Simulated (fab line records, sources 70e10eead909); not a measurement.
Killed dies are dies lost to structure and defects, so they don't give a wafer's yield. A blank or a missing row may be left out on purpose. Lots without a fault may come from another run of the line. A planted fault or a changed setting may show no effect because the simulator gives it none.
Which tool did it? | flow nand_harc | 24 lots, 72 wafers sampled, at 1 step of a route of 1302

WHAT THE GAUGES READ, wafer by wafer
NHARC_P_BONDPAD_CD_MEAS_13. Usual: cd_nm 499.6 nm, standard deviation 2.5.
lot  | measured     | on        | cd_nm (nm)        | flag
L074 | day 6 11:08  | cd_sem-01 | 499.5 498.1 500.9 |
L075 | day 6 23:56  | cd_sem-03 | 498.5 499.2 501.5 |
L076 | day 7 08:05  | cd_sem-03 | 499.7 499.3 500.4 |
L077 | day 7 18:03  | cd_sem-01 | 497.2 498.3 497.9 |
L078 | day 8 07:03  | cd_sem-03 | 499.1 497.5 501.0 |
L079 | day 8 16:44  | cd_sem-01 | 500.1 501.8 500.7 |
L080 | day 9 07:24  | cd_sem-02 | 504.4 501.5 499.5 |
L081 | day 9 14:28  | cd_sem-03 | 504.2 501.2 504.6 |
L082 | day 10 05:06 | cd_sem-01 | 498.2 495.8 496.7 |
L083 | day 10 17:25 | cd_sem-03 | 499.1 502.8 502.6 |
L084 | day 11 01:35 | cd_sem-01 | 496.9 495.6 493.7 |
L085 | day 11 09:59 | cd_sem-02 | 498.9 502.4 499.3 |
L086 | day 11 16:41 | cd_sem-02 | 499.0 501.5 499.2 |
L088 | day 12 20:58 | cd_sem-01 | 502.9 501.5 501.4 |
L087 | day 12 21:13 | cd_sem-03 | 496.3 504.0 499.1 |
L089 | day 12 22:39 | cd_sem-02 | 498.8 498.1 501.8 |
L090 | day 13 07:18 | cd_sem-03 | 498.2 501.9 502.5 |
L091 | day 13 16:00 | cd_sem-01 | 498.2 492.6 495.8 |
L092 | day 14 07:31 | cd_sem-02 | 496.3 500.2 500.3 |
L093 | day 14 19:16 | cd_sem-03 | 497.6 503.4 503.3 |
L094 | day 15 04:48 | cd_sem-02 | 500.2 500.7 499.9 |
L095 | day 15 08:05 | cd_sem-02 | 500.3 498.7 502.4 |
L096 | day 16 00:17 | cd_sem-01 | 494.1 499.5 495.8 |
L097 | day 16 08:56 | cd_sem-02 | 502.2 499.0 498.4 |

WHICH TOOL RAN EACH LOT (tool, then ch and the chambers of the sampled wafers, then the start)
The record holds no process step before these readings.

WHAT THE TOOLS THEMSELVES READ (means of the sampled wafers that have a number; where no wafer has one, the mark that the record gives instead)
The record holds no such reading with a usual standard deviation.

THE ANSWER, worked out from the rows above alone
Rule: a lot is off if the mean of its wafers that have a number lies more than 3 standard deviations from the usual mean. A lot without any number at a reading at which 4 lots or more have one is off too. The other lots that the step has rows for count as sound. The gauges are gone through in route order, then the tools' own readings, and for those a lot's mean is taken as printed above. The first step at which some lot is off is used, and at that step the reading that is off furthest; a lot without a number counts as furthest.
No lot is off at any reading shown: from this, nothing can be told.

WHAT THE SIMULATOR HAD PUT IN
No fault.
